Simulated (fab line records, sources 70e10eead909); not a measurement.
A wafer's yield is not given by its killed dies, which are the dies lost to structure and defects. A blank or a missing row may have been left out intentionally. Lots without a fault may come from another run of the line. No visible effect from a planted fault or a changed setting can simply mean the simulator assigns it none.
Struck lot and sound lot, side by side || flow nand-harc || 15 out of 1302 route steps
Sound: wafers L408.1, L408.5, L408.6. Struck: wafer L398.1. (L398.6 of the same lot was not struck and is left out.) The cause comes at the end.
Per side, at each step with rows, come the tool, then ch with its chambers, and then its first start. Under that, the readings that differ: sound wafers || struck wafers || difference of the means || sigmas: that difference in standard deviations of wafers without a fault.
alike: readings with means less than 2 such deviations apart, plus words and numbers identical on both sides. not compared: withheld readings, readings lacking a value on some wafer, bounds such as >300 that could conceal the same value, and numbers that have no deviation in the record and whose values overlap.
The two part at a step that has a row with sigmas, a row that says differs or no value, or rows on one side only. Numbers that have no deviation but don't overlap get no sigmas and don't part them. A reading that every wafer of one side lacks parts them only if that side has two wafers or more.

first, 4 steps without rows for these wafers: NHARC_A_DECK1_JOINT_CURE_26 (time 32 s); NHARC_A_DECK1_JOINT_ANNEAL_27 (time 3600 s); NHARC_A_DECK1_JOINT_ANNEAL_28 (time 1800 s); NHARC_A_DECK1_JOINT_ANNEAL_29 (time 1800 s).
NHARC_A_DECK1_JOINT_CMP_02: polishes SiOx.
  sound on cmp-04 ch 0,2,3, day 19 23:18; struck on cmp-02 ch 2, day 16 01:34
  alike: motor-current-A
following that, these wafers have no rows for 1 step: NHARC_A_DECK1_JOINT_SRD_15.
NHARC_A_DECK1_JOINT_DEP_16: deposits SiO2, target thk 45 nm.
  sound on pecvd-01 ch 0,2, day 19 23:38; struck on pecvd-04 ch 0, day 16 01:55
  alike: heater-power-w, throttle-valve-pct
NHARC_A_DECK1_JOINT_THK_MEAS_17: measures by ellipsometry.
  sound on film-metro-01, day 19 23:55; struck on film-metro-02, day 16 02:11
  alike: thk-nm
NHARC_A_DECK1_JOINT_INSPECT_05:
  sound on defect-inspect-02, day 19 23:57; struck on defect-inspect-01, day 16 02:14
  alike: raw-defect-count
after that, 1 step with no rows for these wafers: NHARC_A_ONON_D2_DEP_00 (target thk 1000 nm).
NHARC_A_ONON_D2_THK_MEAS_02: measures by ellipsometry.
  sound on film-metro-02, day 20 00:32; struck on film-metro-02, day 16 02:49
  alike: thk-nm
NHARC_A_ONON_D2_DEP_03: target thk 1000 nm.
  sound on pecvd-onon-04 ch 0, day 20 00:35; struck on pecvd-onon-03 ch 0, day 16 02:52
  alike: n2o-flow-sccm
NHARC_A_ONON_D2_THK_MEAS_05: measures by ellipsometry.
  sound on film-metro-01, day 20 01:05; struck on film-metro-02, day 16 03:23
{"reading": "thk-nm (nm)", "sound": "1001 1001 1000", "struck": 1565, "difference": "+564", "sigmas": "+56"}
after that, 1 step with no rows for these wafers: NHARC_A_ONON_D2_DEP_06 (target thk 1000 nm).
-- jump in the record: it breaks off in module A_ONON_D2 and resumes in module END (first step shown: number 1302 of the route), and 12 days separate the struck wafers' starts before and after --
NHARC_END_SORT_01:
  here the record holds rows for the struck wafers (prober-01 ch 0, day 28 02:20) but none for the sound ones

WHERE THEY PART
First at NHARC_A_ONON_D2_THK_MEAS_05; last, within this record, at NHARC_END_SORT_01.

WHY: what had been put in by the simulator
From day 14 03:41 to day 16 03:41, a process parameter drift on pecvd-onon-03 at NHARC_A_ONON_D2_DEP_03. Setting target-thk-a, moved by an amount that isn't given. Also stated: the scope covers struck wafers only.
